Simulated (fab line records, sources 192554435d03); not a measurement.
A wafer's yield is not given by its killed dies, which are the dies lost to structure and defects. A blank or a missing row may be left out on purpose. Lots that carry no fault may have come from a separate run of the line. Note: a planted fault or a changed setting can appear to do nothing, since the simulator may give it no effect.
Matching of chambers	flow n5-finfet	3 sister chambers for N5_BEOL_M14_ILD_DEP_00 on pecvd-01
The step deposits SiO2 from TEOS/O2, target thk 1119.3 nm, time 237.4 s. 16 wafers are shown with their chamber, then 8 later ones without.

== WAFERS WITH THEIR CHAMBER ==
wafer	chamber	throttle-valve-pct (%)	showerhead-plenum-p-Torr (Torr)	heater-power-w (W)
L074.1	2	17.9	8.40	486
L074.3	1	18.3	8.35	534
L074.5	1	18.1	8.35	416
L079.1	1	18.2	8.32	496
L079.2	0	18.6	8.33	537
L079.3	2	17.8	8.40	544
L079.4	2	17.8	8.41	419
L079.5	1	18.1	8.33	545
L079.6	0	18.4	8.39	583
L083.1	2	18.1	8.37	446
L083.2	0	18.5	8.33	565
L083.3	1	18.1	8.33	572
L083.4	0	18.5	8.35	616
L083.5	2	17.9	8.38	514
L083.6	1	18.1	8.34	421
L091.2	1	18.0	8.33	565

SIGNATURES (averages over the wafers above)
reading	chamber 0	chamber 1	chamber 2	scatter within a chamber
throttle-valve-pct	18.500	18.129	17.900	0.102
showerhead-plenum-p-Torr	8.3500	8.3357	8.3920	0.0181
heater-power-w	575.25	507.00	481.80	54.8
Rule: a wafer lies at a distance from a chamber equal to the root of the sum of squares, over the readings, of (its reading less the chamber's mean, divided by the reading's scatter). If the next closest chamber is less than 2 further off than the closest, the wafer can't be placed; otherwise it belongs to the closest. The scatter is the square root of a quotient: the sum, over the shown wafers, of each reading's squared deviation from its chamber's mean, divided by wafers minus chambers.

== WAFERS WITHOUT THEIR CHAMBER ==
wafer	throttle-valve-pct (%)	showerhead-plenum-p-Torr (Torr)	heater-power-w (W)
L091.5	18.3	8.37	466
L091.6	18.0	8.41	411
L094.2	18.4	8.40	537
L094.3	18.2	8.33	551
L094.5	18.3	8.33	426
L097.3	17.9	8.36	523
L097.4	18.0	8.37	550
L097.6	18.1	8.33	431

== CHAMBER TAKEN BY EACH ==
wafer	from the rows above	in truth
L091.5	can't be placed: 1 or 0 or 2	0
L091.6	2	2
L094.2	can't be placed: 0 or 1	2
L094.3	1	1
L094.5	can't be placed: 1 or 0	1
L097.3	can't be placed: 2 or 1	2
L097.4	can't be placed: 2 or 1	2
L097.6	1	1
Correct placement for 3 of the 8. Can't be placed from these rows: 5 (the true chamber is among the candidates in 4). Number placed wrongly: 0.
